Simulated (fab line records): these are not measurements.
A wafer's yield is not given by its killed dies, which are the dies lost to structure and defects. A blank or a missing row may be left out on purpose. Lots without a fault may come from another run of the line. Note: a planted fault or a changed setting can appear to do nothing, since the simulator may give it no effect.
Which tool was responsible? + flow nand-harc + 72 wafers from 24 lots sampled at 6 of the route's 1159 steps

WHAT THE GAUGES READ, wafer by wafer
The record holds no reading of a measuring or inspecting step that can be judged against a usual standard deviation.

TOOL THAT RAN EACH LOT (tool first, then ch and the chambers of the sampled wafers, then the start)
| lot  | NHARC_A_STAIRCASE_TRIM_191     | NHARC_A_STAIRCASE_ETCH_197     | NHARC_A_STAIRCASE_ETCH_221     | NHARC_A_STAIRCASE_ETCH_223     | NHARC_A_STAIRCASE_ETCH_227     | NHARC_A_STAIRCASE_ETCH_230     |
|------|--------------------------------|--------------------------------|--------------------------------|--------------------------------|--------------------------------|--------------------------------|
| L075 | rie-diel-01 ch 0,1,2, no start | rie-diel-01 ch 0,1, no start   | rie-diel-13 ch 0,1,2, no start | rie-diel-13 ch 1,2,3, no start | rie-diel-13 ch 0,1,3, no start | rie-diel-01 ch 0,3, no start   |
| L077 | rie-diel-13 ch 0,2, no start   | rie-diel-13 ch 1,3, no start   | rie-diel-13 ch 1,2, no start   | rie-diel-13 ch 0,1,3, no start | rie-diel-13 ch 0,2,3, no start | rie-diel-12 ch 1,2,3, no start |
| L076 | rie-diel-12 ch 0,1, no start   | rie-diel-12 ch 1,2,3, no start | rie-diel-12 ch 0,3, no start   | rie-diel-12 ch 0,2, no start   | rie-diel-12 ch 1,2,3, no start | rie-diel-12 ch 0,1,3, no start |
| L074 | rie-diel-01 ch 0,1,3, no start | rie-diel-01 ch 0,2,3, no start | rie-diel-01 ch 0,2,3, no start | rie-diel-01 ch 0,1,3, no start | rie-diel-01 ch 0,1,2, no start | rie-diel-13 ch 1,2,3, no start |
| L078 | rie-diel-13 ch 0,1,2, no start | rie-diel-13 ch 0,1,2, no start | rie-diel-12 ch 0,1,3, no start | rie-diel-12 ch 0,1,2, no start | rie-diel-12 ch 0,1,2, no start | rie-diel-01 ch 0,2,3, no start |
| L079 | rie-diel-01 ch 0,2, no start   | rie-diel-12 ch 0,3, no start   | rie-diel-12 ch 0,2, no start   | rie-diel-12 ch 0,1,3, no start | rie-diel-12 ch 0,1, no start   | rie-diel-12 ch 1,2,3, no start |
| L080 | rie-diel-12 ch 1,2,3, no start | rie-diel-12 ch 0,2, no start   | rie-diel-01 ch 0,1,2, no start | rie-diel-01 ch 0,2,3, no start | rie-diel-01 ch 1,2,3, no start | rie-diel-01 ch 1,2, no start   |
| L081 | rie-diel-12 ch 0,1,3, no start | rie-diel-01 ch 1,2,3, no start | rie-diel-01 ch 1,2,3, no start | rie-diel-01 ch 0,2,3, no start | rie-diel-01 ch 0,1,3, no start | rie-diel-13 ch 0,1,3, no start |
| L082 | rie-diel-01 ch 0,2,3, no start | rie-diel-01 ch 1,2,3, no start | rie-diel-01 ch 2,3, no start   | rie-diel-01 ch 0,1,3, no start | rie-diel-01 ch 1,2,3, no start | rie-diel-12 ch 1,3, no start   |
| L084 | rie-diel-13 ch 0,2,3, no start | rie-diel-12 ch 1,2,3, no start | rie-diel-13 ch 0,2,3, no start | rie-diel-13 ch 0,2,3, no start | rie-diel-13 ch 0,2,3, no start | rie-diel-12 ch 0,1,3, no start |
| L083 | rie-diel-12 ch 0,2,3, no start | rie-diel-01 ch 2,3, no start   | rie-diel-01 ch 0,3, no start   | rie-diel-01 ch 2,3, no start   | rie-diel-01 ch 0,1,3, no start | rie-diel-12 ch 1,2, no start   |
| L085 | rie-diel-13 ch 0,1,2, no start | rie-diel-12 ch 0,1, no start   | rie-diel-13 ch 0,2,3, no start | rie-diel-13 ch 0,1,2, no start | rie-diel-13 ch 0,1,2, no start | rie-diel-13 ch 1,2,3, no start |
| L087 | rie-diel-12 ch 0,1, no start   | rie-diel-12 ch 0,1,3, no start | rie-diel-13 ch 0,1,2, no start | rie-diel-13 ch 0,1,3, no start | rie-diel-13 ch 0,2,3, no start | rie-diel-13 ch 0,1,2, no start |
| L088 | rie-diel-13 ch 0,1,2, no start | rie-diel-13 ch 0,1,3, no start | rie-diel-12 ch 0,1,2, no start | rie-diel-12 ch 0,1,3, no start | rie-diel-12 ch 0,1,3, no start | rie-diel-13 ch 1,2,3, no start |
| L086 | rie-diel-13 ch 0,1,3, no start | rie-diel-01 ch 0,3, no start   | rie-diel-13 ch 0,2, no start   | rie-diel-13 ch 0,1,3, no start | rie-diel-13 ch 0,3, no start   | rie-diel-13 ch 0,1, no start   |
| L089 | rie-diel-01 ch 0,3, no start   | rie-diel-01 ch 0,3, no start   | rie-diel-13 ch 0,2, no start   | rie-diel-13 ch 0,1, no start   | rie-diel-13 ch 0,2, no start   | rie-diel-13 ch 0,1, no start   |
| L094 | rie-diel-13 ch 0,2,3, no start | rie-diel-13 ch 0,1,3, no start | rie-diel-01 ch 0,2,3, no start | rie-diel-01 ch 1,2,3, no start | rie-diel-01 ch 0,2,3, no start | rie-diel-01 ch 0,1,2, no start |
| L090 | rie-diel-12 ch 1,3, no start   | rie-diel-13 ch 1,2, no start   | rie-diel-13 ch 0,1, no start   | rie-diel-13 ch 0,2,3, no start | rie-diel-13 ch 0,2,3, no start | rie-diel-13 ch 0,1,3, no start |
| L092 | rie-diel-13 ch 1,2, no start   | rie-diel-12 ch 2,3, no start   | rie-diel-13 ch 2,3, no start   | rie-diel-13 ch 2,3, no start   | rie-diel-13 ch 0,1,3, no start | rie-diel-01 ch 1,2, no start   |
| L091 | rie-diel-12 ch 0,3, no start   | rie-diel-13 ch 1,2, no start   | rie-diel-13 ch 0,3, no start   | rie-diel-13 ch 1,2, no start   | rie-diel-13 ch 1,2,3, no start | rie-diel-12 ch 1,2, no start   |
| L095 | rie-diel-13 ch 1,2,3, no start | rie-diel-12 ch 1,2, no start   | rie-diel-13 ch 0,3, no start   | rie-diel-13 ch 0,1, no start   | rie-diel-13 ch 1,2,3, no start | rie-diel-13 ch 0,1, no start   |
| L096 | rie-diel-13 ch 1,2,3, no start | rie-diel-13 ch 0,1,2, no start | rie-diel-01 ch 0,1,2, no start | rie-diel-01 ch 0,2,3, no start | rie-diel-01 ch 0,1,2, no start | rie-diel-01 ch 1,2,3, no start |
| L093 | rie-diel-13 ch 1,2,3, no start | rie-diel-01 ch 1,2, no start   | rie-diel-12 ch 1,2, no start   | rie-diel-12 ch 1,3, no start   | rie-diel-12 ch 2,3, no start   | rie-diel-13 ch 0,3, no start   |
| L097 | rie-diel-12 ch 0,2,3, no start | rie-diel-01 ch 0,1,2, no start | rie-diel-01 ch 0,2,3, no start | rie-diel-01 ch 0,3, no start   | rie-diel-01 ch 1,2, no start   | rie-diel-01 ch 0,3, no start   |
- NHARC_A_STAIRCASE_TRIM_191: chemistry O2, time 211.2 s.
- NHARC_A_STAIRCASE_ETCH_197: etches the open film in C4F8/O2, target depth 100 nm, time 40.5 s.
- NHARC_A_STAIRCASE_ETCH_221: etches the open film in C4F8/O2, target depth 100 nm, time 40.5 s.
- NHARC_A_STAIRCASE_ETCH_223: etches the open film in C4F8/O2, target depth 100 nm, time 40.5 s.
- NHARC_A_STAIRCASE_ETCH_227: etches the open film in C4F8/O2, target depth 100 nm, time 40.5 s.
- NHARC_A_STAIRCASE_ETCH_230: etches the open film in C4F8/O2, target depth 100 nm, time 40.5 s.

WHAT THE TOOLS THEMSELVES READ (means of the sampled wafers that have a number; where no wafer has one, the mark that the record gives instead)
NHARC_A_STAIRCASE_TRIM_191.
| lot  | tool        | drypump-motor-current-A (A) | oes-product-au (a.u.) | rf-vpp-V (V) | showerhead-plenum-p-Torr (Torr) | throttle-valve-pct (%) |
|------|-------------|-----------------------------|-----------------------|--------------|---------------------------------|------------------------|
| L075 | rie-diel-01 | 5.8                         | 0.999                 | 57.9         | 3.45                            | 17.044                 |
| L077 | rie-diel-13 | 5.6                         | 0.999                 | 57.4         | 3.43                            | 17.032                 |
| L076 | rie-diel-12 | 6.0                         | 0.992                 | 56.8         | 3.48                            | 17.036                 |
| L074 | rie-diel-01 | 5.8                         | 1.008                 | 57.9         | 3.59                            | 17.035                 |
| L078 | rie-diel-13 | 5.7                         | 0.998                 | 58.3         | 3.55                            | 17.036                 |
| L079 | rie-diel-01 | 5.7                         | 1.001                 | 56.3         | 3.33                            | 17.041                 |
| L080 | rie-diel-12 | 5.9                         | 0.990                 | 58.0         | 3.50                            | 17.037                 |
| L081 | rie-diel-12 | 6.0                         | 0.998                 | 56.9         | 3.52                            | 17.027                 |
| L082 | rie-diel-01 | 5.7                         | 1.000                 | 57.3         | 3.48                            | 17.032                 |
| L084 | rie-diel-13 | 5.7                         | 1.001                 | 58.1         | 3.61                            | 17.035                 |
| L083 | rie-diel-12 | 6.0                         | 0.997                 | 58.3         | 3.57                            | 17.034                 |
| L085 | rie-diel-13 | 5.6                         | 1.001                 | 58.1         | 3.72                            | 17.042                 |
| L087 | rie-diel-12 | 6.0                         | 1.000                 | 57.7         | 3.47                            | 17.032                 |
| L088 | rie-diel-13 | 5.6                         | 1.002                 | 58.8         | 3.72                            | 17.046                 |
| L086 | rie-diel-13 | 5.7                         | 1.001                 | 58.1         | 3.56                            | 17.029                 |
| L089 | rie-diel-01 | 5.7                         | 1.005                 | 57.7         | 3.46                            | 17.044                 |
| L094 | rie-diel-13 | 5.6                         | 1.015                 | 57.7         | 3.60                            | 17.025                 |
| L090 | rie-diel-12 | 5.9                         | 0.996                 | 56.9         | 3.44                            | 17.038                 |
| L092 | rie-diel-13 | 6.1                         | 1.015                 | 58.4         | 3.74                            | 17.033                 |
| L091 | rie-diel-12 | 6.2                         | 0.993                 | 58.4         | 3.62                            | 17.033                 |
| L095 | rie-diel-13 | 6.1                         | 0.995                 | 58.3         | 3.58                            | 17.036                 |
| L096 | rie-diel-13 | 6.1                         | 1.005                 | 56.6         | 3.58                            | 17.049                 |
| L093 | rie-diel-13 | 6.1                         | 1.006                 | 57.8         | 3.58                            | 17.034                 |
| L097 | rie-diel-12 | 6.0                         | 0.994                 | 57.7         | 3.55                            | 17.033                 |

NHARC_A_STAIRCASE_ETCH_197.
| lot  | tool        | oes-product-au (a.u.) | rf-vpp-V (V) |
|------|-------------|-----------------------|--------------|
| L075 | rie-diel-01 | 0.949                 | 893          |
| L077 | rie-diel-13 | 0.930                 | 892          |
| L076 | rie-diel-12 | 0.935                 | 895          |
| L074 | rie-diel-01 | 0.940                 | 894          |
| L078 | rie-diel-13 | 0.956                 | 897          |
| L079 | rie-diel-12 | 0.974                 | 900          |
| L080 | rie-diel-12 | 0.934                 | 896          |
| L081 | rie-diel-01 | 0.950                 | 897          |
| L082 | rie-diel-01 | 0.935                 | 898          |
| L084 | rie-diel-12 | 0.959                 | 895          |
| L083 | rie-diel-01 | 0.948                 | 898          |
| L085 | rie-diel-12 | 0.941                 | 894          |
| L087 | rie-diel-12 | 0.928                 | 895          |
| L088 | rie-diel-13 | 0.942                 | 896          |
| L086 | rie-diel-01 | 0.950                 | 893          |
| L089 | rie-diel-01 | 0.955                 | 893          |
| L094 | rie-diel-13 | 0.936                 | 897          |
| L090 | rie-diel-13 | 0.951                 | 901          |
| L092 | rie-diel-12 | 0.956                 | 898          |
| L091 | rie-diel-13 | 0.932                 | 901          |
| L095 | rie-diel-12 | 0.922                 | 892          |
| L096 | rie-diel-13 | 0.943                 | 903          |
| L093 | rie-diel-01 | 0.947                 | 897          |
| L097 | rie-diel-01 | 0.971                 | 891          |

NHARC_A_STAIRCASE_ETCH_221.
| lot  | tool        | oes-product-au (a.u.) | rf-vpp-V (V) |
|------|-------------|-----------------------|--------------|
| L075 | rie-diel-13 | 0.930                 | 897          |
| L077 | rie-diel-13 | 0.933                 | 896          |
| L076 | rie-diel-12 | 0.949                 | 899          |
| L074 | rie-diel-01 | 0.931                 | 894          |
| L078 | rie-diel-12 | 0.936                 | 895          |
| L079 | rie-diel-12 | 0.936                 | 896          |
| L080 | rie-diel-01 | 0.941                 | 893          |
| L081 | rie-diel-01 | 0.945                 | 898          |
| L082 | rie-diel-01 | 0.928                 | 894          |
| L084 | rie-diel-13 | 0.945                 | 900          |
| L083 | rie-diel-01 | 0.953                 | 900          |
| L085 | rie-diel-13 | 0.945                 | 899          |
| L087 | rie-diel-13 | 0.932                 | 902          |
| L088 | rie-diel-12 | 0.946                 | 893          |
| L086 | rie-diel-13 | 0.953                 | 905          |
| L089 | rie-diel-13 | 0.922                 | 903          |
| L094 | rie-diel-01 | 0.944                 | 893          |
| L090 | rie-diel-13 | 0.920                 | 900          |
| L092 | rie-diel-13 | 0.927                 | 894          |
| L091 | rie-diel-13 | 0.927                 | 893          |
| L095 | rie-diel-13 | 0.926                 | 898          |
| L096 | rie-diel-01 | 0.948                 | 891          |
| L093 | rie-diel-12 | 0.933                 | 892          |
| L097 | rie-diel-01 | 0.927                 | 893          |

NHARC_A_STAIRCASE_ETCH_223.
| lot  | tool        | oes-product-au (a.u.) | rf-vpp-V (V) |
|------|-------------|-----------------------|--------------|
| L075 | rie-diel-13 | 0.937                 | 892          |
| L077 | rie-diel-13 | 0.944                 | 897          |
| L076 | rie-diel-12 | 0.943                 | 896          |
| L074 | rie-diel-01 | 0.941                 | 898          |
| L078 | rie-diel-12 | 0.943                 | 894          |
| L079 | rie-diel-12 | 0.934                 | 895          |
| L080 | rie-diel-01 | 0.938                 | 894          |
| L081 | rie-diel-01 | 0.954                 | 893          |
| L082 | rie-diel-01 | 0.946                 | 897          |
| L084 | rie-diel-13 | 0.944                 | 899          |
| L083 | rie-diel-01 | 0.931                 | 894          |
| L085 | rie-diel-13 | 0.933                 | 904          |
| L087 | rie-diel-13 | 0.931                 | 897          |
| L088 | rie-diel-12 | 0.951                 | 895          |
| L086 | rie-diel-13 | 0.940                 | 897          |
| L089 | rie-diel-13 | 0.932                 | 901          |
| L094 | rie-diel-01 | 0.933                 | 897          |
| L090 | rie-diel-13 | 0.939                 | 898          |
| L092 | rie-diel-13 | 0.942                 | 893          |
| L091 | rie-diel-13 | 0.936                 | 903          |
| L095 | rie-diel-13 | 0.932                 | 901          |
| L096 | rie-diel-01 | 0.940                 | 893          |
| L093 | rie-diel-12 | 0.939                 | 897          |
| L097 | rie-diel-01 | 0.931                 | 898          |

NHARC_A_STAIRCASE_ETCH_227.
| lot  | tool        | oes-product-au (a.u.) | rf-vpp-V (V) |
|------|-------------|-----------------------|--------------|
| L075 | rie-diel-13 | 0.937                 | 897          |
| L077 | rie-diel-13 | 0.944                 | 892          |
| L076 | rie-diel-12 | 0.941                 | 895          |
| L074 | rie-diel-01 | 0.948                 | 892          |
| L078 | rie-diel-12 | 0.938                 | 893          |
| L079 | rie-diel-12 | 0.944                 | 892          |
| L080 | rie-diel-01 | 0.929                 | 899          |
| L081 | rie-diel-01 | 0.947                 | 899          |
| L082 | rie-diel-01 | 0.956                 | 898          |
| L084 | rie-diel-13 | 0.947                 | 899          |
| L083 | rie-diel-01 | 0.936                 | 897          |
| L085 | rie-diel-13 | 0.928                 | 904          |
| L087 | rie-diel-13 | 0.944                 | 897          |
| L088 | rie-diel-12 | 0.947                 | 896          |
| L086 | rie-diel-13 | 0.943                 | 893          |
| L089 | rie-diel-13 | 0.938                 | 904          |
| L094 | rie-diel-01 | 0.941                 | 893          |
| L090 | rie-diel-13 | 0.934                 | 898          |
| L092 | rie-diel-13 | 0.932                 | 897          |
| L091 | rie-diel-13 | 0.929                 | 897          |
| L095 | rie-diel-13 | 0.953                 | 898          |
| L096 | rie-diel-01 | 0.936                 | 892          |
| L093 | rie-diel-12 | 0.940                 | 900          |
| L097 | rie-diel-01 | 0.929                 | 893          |

NHARC_A_STAIRCASE_ETCH_230.
| lot  | tool        | oes-product-au (a.u.) | rf-vpp-V (V) |
|------|-------------|-----------------------|--------------|
| L075 | rie-diel-01 | 0.934                 | 893          |
| L077 | rie-diel-12 | 0.915                 | 895          |
| L076 | rie-diel-12 | 0.937                 | 896          |
| L074 | rie-diel-13 | 0.965                 | 892          |
| L078 | rie-diel-01 | 0.931                 | 895          |
| L079 | rie-diel-12 | 0.949                 | 894          |
| L080 | rie-diel-01 | 0.937                 | 897          |
| L081 | rie-diel-13 | 0.956                 | 897          |
| L082 | rie-diel-12 | 0.919                 | 897          |
| L084 | rie-diel-12 | 0.973                 | 896          |
| L083 | rie-diel-12 | 0.975                 | 890          |
| L085 | rie-diel-13 | 0.938                 | 898          |
| L087 | rie-diel-13 | 0.927                 | 903          |
| L088 | rie-diel-13 | 0.948                 | 898          |
| L086 | rie-diel-13 | 0.936                 | 901          |
| L089 | rie-diel-13 | 0.945                 | 902          |
| L094 | rie-diel-01 | 0.941                 | 892          |
| L090 | rie-diel-13 | 0.938                 | 897          |
| L092 | rie-diel-01 | 0.928                 | 893          |
| L091 | rie-diel-12 | 0.955                 | 892          |
| L095 | rie-diel-13 | 0.943                 | 901          |
| L096 | rie-diel-01 | 0.933                 | 899          |
| L093 | rie-diel-13 | 0.942                 | 893          |
| L097 | rie-diel-01 | 0.945                 | 894          |

THE ANSWER, worked out from the rows above alone
Rule: usual is defined by the lots themselves. The widest of any qualifying gaps counts: lots, ordered by their means at a reading, are off when they make up no more than a third of the lots, leave a main group of 4 or more, and stand apart from it by 3 or more times the standard deviation of that group's means. The tables above print the reading to a certain number of digits; a main group whose means all agree to those digits is not used. A lot without any number at a reading at which 4 lots or more have one is off too. The other lots that the step has rows for count as sound. Order of review: gauges by route order, followed by the tools' own readings, for which a lot's mean as printed above is used. The first step at which some lot is off is used, and at that step the reading that is off furthest; a lot without a number counts as furthest.
None of the lots is off at any reading shown; this tells nothing.

WHAT THE SIMULATOR HAD INSERTED
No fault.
